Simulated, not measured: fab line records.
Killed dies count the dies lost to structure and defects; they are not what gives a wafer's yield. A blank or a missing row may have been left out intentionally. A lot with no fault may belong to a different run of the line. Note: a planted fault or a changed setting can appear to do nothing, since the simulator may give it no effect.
fab line records | flow nand_harc
record: lots: 7 wafers: 21 last_day: 33
route steps=1302 shown A_SIN_REMOVE@947 A_WL_FILL@952 END@1302
lots untouched by any fault: they come from a run of this same line in which no faults occurred
start_h: start of the lot's first displayed wafer, in hours after the record's first day | wait_h: time in hours since the lot's previous step | " the same as in the row above | L1.1+2: a single row standing in for several wafers | - no value, or no start was given | * or withheld: withheld | < > ~ a bound
route shown NAME@n: a module of which the file shows steps, and the number in the route of the first | usual: average and standard deviation across the fault-free wafers | same: alike in all rows | chamber/n: place in a boat | sites: readings site by site | _std_site: the standard deviation of these | _edge_site: inner sites' mean taken away from outer sites' mean | radius_mm: how far each site lies from the wafer's centre | mask NAME#n: copy n | behind: the most recent tool/chamber to have shaped the wafer | hold: reason for holding the lot/hours on hold/outcome of the hold | device: the transistor (n, p or np) that didn't switch | end of line: tests run on the same wafers once the route is complete | step lacking rows: just its recipe | killed: count of dies lost to structure and defects at first sort (not the wafer's yield) | map: dies across one wafer; x = killed, . = not, _ = none there
set.NAME: the run value of the setting; set.NAME@STEP: its run value at that earlier step | model.NAME: the simulator's own value behind a step, which no gauge read
a table for each step, a row for each wafer; lots at some steps of the route
services: a tool's chamber out of use, with start hour (start_h, from the record's first day; less than 0 if before it), hours out, and reason
== steps ==
step: NHARC_A_SIN_REMOVE_WET_00
recipe: temp_c: 160 time_s: 15300 chemistry: H3PO4
step: NHARC_A_SIN_REMOVE_PRECLEAN_01
recipe: time_s: * temp_c: 50 bath_age_min: 0 chemistry: SC1
step: NHARC_A_SIN_REMOVE_SRD_02
step: NHARC_A_SIN_REMOVE_INSPECT_04
usual: raw_defect_count: 399/98
columns lot.wafer tool chamber start_h wait_h raw_defect_count
L304.2 defect_inspect-02 - 476.10 0.0 473
L304.4 " - " " 562
L304.5 " - " " 572
L307.2 defect_inspect-01 - 496.70 0.0 452
L307.3 " - " " 390
L307.4 " - " " 459
L308.2 defect_inspect-02 - 496.70 0.0 262
L308.4 " - " " 253
L308.6 " - " " 218
L316.2 defect_inspect-02 - 584.66 0.0 432
L316.4 " - " " 308
L316.6 " - " " 269
L318.2 defect_inspect-02 - 604.39 0.0 387
L318.5 " - " " 352
L318.6 " - " " 498
L322.3 defect_inspect-01 - 642.43 0.0 383
L322.5 " - " " 578
L322.6 " - " " 453
L327.1 defect_inspect-01 - 698.51 0.0 308
L327.4 " - " " 325
L327.6 " - " " 332
step: NHARC_A_WL_FILL_ALD_00
recipe: target_thk_a: 30 pulse_time_s: 3 ald_cycles: 30 temp_c: 300 material: Al2O3
usual: heater_power_w: 454/53 precursor_pulse_height_rel: 1.001/0.018
columns lot.wafer tool chamber start_h wait_h heater_power_w precursor_pulse_height_rel
L304.2 ald_hk-04 3 476.17 0.1 455 0.986
L304.4 " 1 " " 546 0.994
L304.5 " 3 " " 451 0.977
L307.4 ald_hk-02 0 496.76 0.1 441 0.997
L307.3 " 1 " " 507 1.024
L307.2 " 3 " " 394 0.994
L308.4 ald_hk-01 1 496.80 0.1 411 1.006
L308.2 " 3 " " 379 1.019
L308.6 " 0 " " 508 1.028
L316.4 ald_hk-02 2 584.75 0.1 450 1.026
L316.2 " 3 " " 370 1.017
L316.6 " 1 " " 530 0.983
L318.2 ald_hk-04 2 604.46 0.1 433 0.966
L318.6 " 2 " " 433 0.998
L318.5 " 3 " " 454 0.988
L322.3 ald_hk-04 2 642.52 0.1 427 0.990
L322.6 " 1 " " 572 1.030
L322.5 " 2 " " 417 1.000
L327.1 ald_hk-02 1 698.60 0.1 522 1.000
L327.4 " 2 " " 463 0.993
L327.6 " 1 " " 525 1.006
step: NHARC_A_WL_FILL_RTA_01
recipe: temp_c: 1000 time_s: 5
usual: lamp_power_pct: 30.2/0.62 lamp_zone_5_pct: 30.2/0.62 wafer_temp_C_max: 1005.3/1.5
same: time_s: 5
columns lot.wafer tool chamber start_h wait_h lamp_power_pct lamp_zone_5_pct wafer_temp_C_max
L304.2 rtp_anneal-01 0 476.65 0.4 29.7 29.7 1005.5
L304.4 " 0 " " 29.7 29.6 1003.6
L304.5 " 0 " " 29.7 29.7 1004.0
L307.2 rtp_anneal-01 0 497.05 - 29.7 29.6 1005.0
L307.3 " 0 " " 29.7 29.7 1004.2
L307.4 " 0 " " 29.7 29.7 1003.3
L308.2 rtp_anneal-01 0 497.22 - 29.7 29.7 1003.1
L308.4 " 0 " " 29.7 29.7 1004.0
L308.6 " 0 " " 29.7 29.6 1004.8
L316.2 rtp_anneal-02 0 585.01 - 31.0 30.9 1005.3
L316.4 " 0 " " 30.9 30.9 1006.2
L316.6 " 0 " " 31.0 30.9 1006.7
L318.2 rtp_anneal-02 0 604.79 - 30.9 30.9 1008.9
L318.5 " 0 " " 30.9 31.0 1004.7
L318.6 " 0 " " 31.0 30.9 1006.7
L322.3 rtp_anneal-02 0 642.82 - 31.0 30.9 1006.6
L322.5 " 0 " " 30.9 30.9 1005.8
L322.6 " 0 " " 30.9 30.9 1005.9
L327.1 rtp_anneal-02 0 698.83 - 30.9 30.9 1006.6
L327.4 " 0 " " 30.9 30.9 1007.3
L327.6 " 0 " " 30.9 30.9 1006.0
step: NHARC_A_WL_FILL_ALD_02
recipe: target_thk_a: 20 pulse_time_s: 3 ald_cycles: 100 temp_c: 450 material: TiN
usual: heater_power_w: 1101/100 precursor_pulse_height_rel: 1.000/0.02
columns lot.wafer tool chamber start_h wait_h heater_power_w precursor_pulse_height_rel
L304.2 ald_metal-02 3 476.83 0.2 1134 1.003
L304.4 " 1 " " 960 1.019
L304.5 " 0 " " 1147 0.982
L307.4 ald_metal-02 1 497.24 0.1 936 1.010
L307.2 " 2 " " 1185 1.019
L307.3 " 0 " " 1147 0.984
L308.2 ald_metal-03 3 497.44 0.2 1133 0.995
L308.4 " 0 " " 912 1.001
L308.6 " 2 " " 1136 1.032
L316.2 ald_metal-03 2 585.25 0.2 1117 1.008
L316.6 " 2 " " 1147 1.038
L316.4 " 0 " " 909 0.984
L318.2 ald_metal-02 3 605.09 0.3 1175 1.001
L318.6 " 0 " " 1169 0.995
L318.5 " 1 " " 984 1.003
L322.3 ald_metal-02 0 643.02 0.2 1183 0.976
L322.6 " 3 " " 1139 1.012
L322.5 " 0 " " 1123 1.000
L327.1 ald_metal-03 2 699.12 0.3 1114 1.015
L327.4 " 3 " " 1161 0.986
L327.6 " 0 " " 909 1.010
step: NHARC_A_WL_FILL_CVD_03
recipe: target_thk_a: 400 temp_c: 300 pressure_torr: 40 wf6_flow_sccm: 40 h2_flow_sccm: 1600 ar_flow_sccm: 1560 time_s: 279 material: W
usual: heater_power_w: 429/24 throttle_valve_pct: 7.84/0.2
same: time_s: 279
columns lot.wafer tool chamber start_h wait_h heater_power_w throttle_valve_pct
L304.2 cvd_w-01 1 477.32 0.1 417 8.14
L304.4 " 1 " " 418 8.04
L304.5 " 0 " " 420 7.59
L307.2 cvd_w-02 1 497.67 0.1 404 7.70
L307.3 " 1 " " 398 7.73
L307.4 " 0 " " 461 7.71
L308.2 cvd_w-02 0 497.98 0.2 455 7.71
L308.4 " 0 " " 464 7.84
L308.6 " 0 " " 450 7.64
L316.2 cvd_w-02 1 585.72 0.1 396 7.80
L316.4 " 1 " " 398 7.53
L316.6 " 0 " " 466 8.02
L318.2 cvd_w-02 0 605.46 0.1 468 7.90
L318.6 " 1 " " 389 7.43
L318.5 " 0 " " 457 7.71
L322.3 cvd_w-01 0 643.52 0.2 453 7.98
L322.6 " 0 " " 446 8.27
L322.5 " 1 " " 428 8.03
L327.1 cvd_w-01 1 699.48 0.1 438 8.20
L327.4 " 0 " " 437 7.96
L327.6 " 1 " " 439 8.01
step: NHARC_A_WL_FILL_ETCHBACK_04
recipe: target_depth_a: 600 time_s: 120 chemistry: NF3
step: NHARC_A_WL_FILL_ETCHBACK_05
recipe: target_depth_a: 220 time_s: 60 temp_c: 40 chemistry: Cl2/BCl3
usual: drypump_motor_current_A: 5.70/0.21 oes_product_au: 1.007/0.0096 temp_c: 40.00/0.12
same: time_s: 60
columns lot.wafer tool chamber start_h wait_h drypump_motor_current_A oes_product_au rf_hours_counter_h temp_c
L304.2 rie_metal-02 1 477.88 0.2 5.56 1.021 0.4 39.98
L304.4 " 1 " " 5.54 1.022 - 39.92
L304.5 " 0 " " 5.57 1.009 - 39.93
L307.2 rie_metal-02 1 498.28 0.2 5.55 1.004 0.7 40.25
L307.4 " 1 " " 5.55 1.011 - 40.20
L307.3 " 0 " " 5.55 1.006 - 39.97
L308.2 rie_metal-03 0 498.60 0.2 5.91 1.008 2.6 40.22
L308.4 " 1 " " 5.90 1.007 - 39.90
L308.6 " 0 " " 5.88 1.005 - 40.07
L316.2 rie_metal-01 0 586.33 0.2 5.37 1.013 0.1 40.07
L316.4 " 0 " " 5.38 1.012 - 39.97
L316.6 " 1 " " 5.87 1.013 - 39.84
L318.2 rie_metal-03 1 606.02 0.2 5.93 0.996 1.8 40.18
L318.5 " 1 " " 5.91 1.004 - 40.02
L318.6 " 0 " " 5.90 0.994 - 39.76
L322.3 rie_metal-02 1 644.06 0.1 5.56 1.016 - 39.97
L322.6 " 1 " " 5.55 1.018 - 40.09
L322.5 " 0 " " 5.54 1.013 - 40.00
L327.1 rie_metal-01 0 700.11 0.2 5.38 1.011 2.0 39.91
L327.4 " 0 " " 5.39 1.013 - 40.06
L327.6 " 0 " " 5.39 1.010 - 40.17
step: NHARC_A_WL_FILL_STRIP_27
recipe: power_w: 1500 temp_c: 250 time_s: 20 chemistry: N2/H2
usual: drypump_motor_current_A: 5.8/0.49 heater_power_w: 325/38 temp_c: 250.02/0.18 time_s: 20/0
columns lot.wafer tool chamber start_h wait_h drypump_motor_current_A heater_power_w rf_hours_counter_h temp_c time_s
L304.2 plasma_asher-02 1 478.02 0.1 - - - - -
L304.4 " 1 " " - - - - -
L304.5 " 0 " " - - - - -
L307.2 plasma_asher-02 0 498.42 0.1 - - - - -
L307.3 " 0 " " - - - - -
L307.4 " 1 " " - - - - -
L308.2 plasma_asher-01 0 498.76 0.1 - - - - -
L308.4 " 0 " " - - - - -
L308.6 " 1 " " - - - - -
L316.2 plasma_asher-01 0 586.49 0.2 5.6 262 15 249.72 20
L316.4 " 1 " " 6.5 323 - 249.97 20
L316.6 " 0 " " 5.6 264 - 249.79 20
L318.2 plasma_asher-01 0 606.18 0.1 5.6 254 19 250.09 20
L318.5 " 1 " " 6.5 319 - 249.91 20
L318.6 " 0 " " 5.6 261 - 249.81 20
L322.3 plasma_asher-02 0 644.22 0.1 6.1 360 - 250.12 20
L322.6 " 0 " " 6.1 346 - 250.33 20
L322.5 " 1 " " 5.2 358 - 250.05 20
L327.1 plasma_asher-02 0 700.23 0.1 6.1 349 18 249.86 20
L327.4 " 1 " " 5.2 345 - 249.99 20
L327.6 " 1 " " 5.2 353 - 250.31 20
step: NHARC_A_WL_FILL_STRIP_28
recipe: time_s: 1200 temp_c: 72.5 chemistry: post_etch_residue_remover
step: NHARC_END_SORT_01
recipe: temp_c: 25
usual: killed_at_array: 59/20 killed_at_other: 0.8/1.1 killed_at_periphery: 5/3.1 killed_dies: 64/21 killed_open: 3.4/1.9 killed_short: 2.3/1.7
same: gross_dies: 677
columns lot.wafer tool chamber start_h wait_h killed_at_array killed_at_other killed_at_periphery killed_dies killed_open killed_short
L304.2 prober-01 0 574.99 2.8 151 0 9 160 14 63
L304.4 prober-01 0 576.57 3.3 160 1 6 167 20 70
L304.5 prober-01 0 577.35 3.6 157 0 8 165 22 64
L308.2 prober-01 0 588.29 2.8 102 0 4 106 17 77
L308.4 prober-01 0 589.89 3.4 119 1 4 124 29 78
L308.6 prober-01 0 591.49 4.0 121 1 1 123 29 76
L307.2 prober-02 0 588.34 2.8 141 0 2 143 23 51
L307.3 prober-02 0 589.15 3.1 145 0 2 147 24 57
L307.4 prober-02 0 589.95 3.4 151 1 3 155 14 67
L318.2 prober-01 0 701.30 2.8 95 1 4 100 3 4
killed by level:class
L304.2 A_WL_FILL:geometric_particle:short=62 A_CHANNEL_HOLE_D1:chamber_film_flake=30 A_CHANNEL_HOLE_D2:chamber_film_flake=29 A_WL_FILL:geometric_particle:open=12 A_STAIRCASE:chamber_film_flake=10 P_M0:chamber_film_flake=5 P_CONTACT:chamber_film_flake=3 A_CONTACT:chamber_film_flake=2
L304.4 A_WL_FILL:geometric_particle:short=68 A_CHANNEL_HOLE_D2:chamber_film_flake=31 A_CHANNEL_HOLE_D1:chamber_film_flake=27 A_WL_FILL:geometric_particle:open=15 A_STAIRCASE:chamber_film_flake=5 A_CONTACT:chamber_film_flake=5 A_ONON_D2:geometric_particle:open=2 P_ZERO_WELL:chamber_film_flake=2
L304.5 A_WL_FILL:geometric_particle:short=62 A_CHANNEL_HOLE_D1:chamber_film_flake=31 A_CHANNEL_HOLE_D2:chamber_film_flake=27 A_WL_FILL:geometric_particle:open=18 A_STAIRCASE:chamber_film_flake=7 A_CONTACT:chamber_film_flake=4 P_CONTACT:chamber_film_flake=4 P_CONTACT:geometric_particle:open=1
L308.2 A_WL_FILL:geometric_particle:short=74 A_WL_FILL:geometric_particle:open=15 A_CHANNEL_HOLE_D2:chamber_film_flake=7 A_CHANNEL_FILL_D1:geometric_particle:short=2 P_GATE:chamber_film_flake=2 P_STI:geometric_particle:open=1 A_DECK1_JOINT:geometric_particle:short=1 A_CHANNEL_FILL_D2:geometric_particle:open=1
L307.2 A_WL_FILL:geometric_particle:short=50 A_SLIT:chamber_film_flake=31 A_CHANNEL_HOLE_D2:chamber_film_flake=29 A_WL_FILL:geometric_particle:open=19 A_STAIRCASE:chamber_film_flake=7 P_CONTACT:geometric_particle:open=1 A_ONON_D1:geometric_particle:short=1 A_ONON_D2:geometric_particle:open=1
L307.3 A_WL_FILL:geometric_particle:short=55 A_CHANNEL_HOLE_D2:chamber_film_flake=29 A_SLIT:chamber_film_flake=23 A_WL_FILL:geometric_particle:open=21 A_STAIRCASE:chamber_film_flake=7 A_M0:geometric_particle:open=2 A_CONTACT:chamber_film_flake=2 A_CHANNEL_HOLE_D1:geometric_particle:short=1
L308.4 A_WL_FILL:geometric_particle:short=75 A_WL_FILL:geometric_particle:open=27 A_CHANNEL_HOLE_D2:chamber_film_flake=7 A_SOURCE_PLATE:geometric_particle:short=2 A_CHANNEL_HOLE_D1:chamber_film_flake=2 A_CONTACT:chamber_film_flake=2 P_ZERO_WELL:geometric_particle:open=1 P_M2:geometric_particle:open=1
L307.4 A_WL_FILL:geometric_particle:short=65 A_CHANNEL_HOLE_D2:chamber_film_flake=31 A_SLIT:chamber_film_flake=28 A_WL_FILL:geometric_particle:open=12 A_STAIRCASE:chamber_film_flake=5 A_CHANNEL_HOLE_D1:chamber_film_flake=4 A_CONTACT:chamber_film_flake=3 P_CONTACT:geometric_particle:short=1
L308.6 A_WL_FILL:geometric_particle:short=76 A_WL_FILL:geometric_particle:open=23 A_CHANNEL_HOLE_D2:chamber_film_flake=7 A_CHANNEL_HOLE_D1:chamber_film_flake=4 A_STAIRCASE:chamber_film_flake=4 A_ONON_D2:geometric_particle:open=2 A_ONON_D1:geometric_particle:open=1 A_CHANNEL_FILL_D1:geometric_particle:open=1
L318.2 A_SLIT:chamber_film_flake=32 A_CHANNEL_HOLE_D1:chamber_film_flake=27 A_CHANNEL_HOLE_D2:chamber_film_flake=15 A_CONTACT:chamber_film_flake=5 P_GATE:chamber_film_flake=3 A_STAIRCASE:chamber_film_flake=3 A_SGD_CUT:chamber_film_flake=3 A_ONON_D1:geometric_particle:open=1
map L304.4 (x killed, . not)
____________.____________
_________x.x...x_________
_______..xx..x..xx_______
______.x...x..x.xxx______
_____x.x........xx.._____
____............xxxx.____
____........x..xx.x.x____
___...........xxxxx...___
___x..x......xxxx.x..x___
__.......xx..xxxxxxx..x__
__x..x...x...xxxxx.....__
_..x........x.x.x......._
_...............x...x.x._
_.x....................x_
_x.x........x..x....x..._
_.xx.....x..xxx........._
x..x...x....x.x......x...
x.x...x....x.x.......x...
...........x.............
......x.........x..xx....
..x...x.x............xx..
_........x.x.........x.._
_...........x.....x....._
_.......x...x..x...x...._
_......x......x..x....x._
_..x..x.......x.x......._
__..xx....x.....x......__
__..x...x.x............__
___..x.....x.x......x.___
___.....x.xx.x...xxx..___
____..xx.xxxxx.......____
____.....x.xxxx.x...x____
_____.x..xxxxx......_____
______....xxxx..x..______
_______.xxx.x....._______
_________..x.x.x_________
____________.____________
map L307.4 (x killed, . not)
____________.____________
_________......._________
_______.x...xx...x_______
______...x.x....x..______
_____x.....x........_____
____........x........____
____xx.x.x..xx.......____
___x.xxxx.x.xx.x......___
___.x.xx...x.x.x..x...___
__.xxxx..x.............__
__.x..xxx........x.x...__
_xxxxxxx...x..........x._
_.xx...xxx.....x........_
_....xxx....x..........._
_..xx..x..........x....._
_x......x.............x._
.........................
....x................x.x.
.........x.....x.x.x.....
....x..................xx
....x..........xx......x.
_........x.x..........x._
_...x...............x..._
_.................x..x.._
_.x..xx.x..x...x.x......_
_.x...........x....x.x.._
__...x.x.x...x.......x.__
__......xx.....xx......__
___.x.....xx.....x...x___
___.....xxxx.....x....___
____......xx.x.......____
____....xxxxxx.......____
_____..x..xx.xx.x..._____
______xxxxxx.x.....______
_______.xx.xxxxx.._______
_________xxxxx.._________
____________x____________
== services ==
columns tool chamber start_h hours kind
rie_metal-02 - 454.24 9.0 pm
ald_hk-02 - 471.27 0.9 repair
cvd_w-01 0 482.15 2.2 repair
rie_metal-03 - 519.00 9.0 pm
plasma_asher-01 - 519.11 9.0 pm
ald_metal-02 0 522.65 3.6 repair
cvd_w-01 - 547.35 13.0 pm
ald_metal-03 - 568.00 10.0 pm
plasma_asher-02 - 573.11 7.3 repair
ald_metal-03 3 582.08 16.2 repair
plasma_asher-02 - 589.14 1.1 repair
cvd_w-01 1 598.34 3.2 repair
plasma_asher-02 - 603.25 9.0 pm
ald_metal-03 1 608.79 4.2 repair
ald_metal-02 - 610.00 10.0 pm
cvd_w-01 0 617.45 10.2 repair
plasma_asher-02 - 619.87 3.2 repair
cvd_w-02 - 631.00 13.0 pm
rie_metal-02 - 631.24 9.0 pm
cvd_w-01 1 667.26 11.1 repair
cvd_w-01 0 669.90 7.6 repair
cvd_w-02 0 692.28 4.1 repair
ald_metal-02 3 695.44 8.1 repair
plasma_asher-01 - 696.11 9.0 pm
== key ==
first_sign: step: NHARC_A_WL_FILL_STRIP_27 reading: tool_record direction: missing
effect: step: NHARC_END_SORT_01 reading: killed_short direction: up sigmas: 37 usual: 2.3 struck: 67
more_kills_born_at: NHARC_A_WL_FILL_STRIP_27@plasma_asher-02: 458 NHARC_A_WL_FILL_STRIP_27@plasma_asher-01: 290
met_at NHARC_A_WL_FILL_STRIP_27
struck_wafers L304.2,L304.4,L304.5,L307.2,L307.3,L307.4,L308.2,L308.4,L308.6
tester_left_out L304,L307,L308
fault: kind: skipped_step_whole tool: plasma_asher-01,plasma_asher-02 chamber: - onset_h: 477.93 steps: NHARC_A_WL_FILL_STRIP_27 scope: struck_lots_only
tester_left_out: of these lots the tester's yield and bins aren't shown, on N5 and GAA mostly nor the transistor test; their killed dies are dies lost to structure and defects alone, not to doping, threshold or leakage, so they don't give the yield
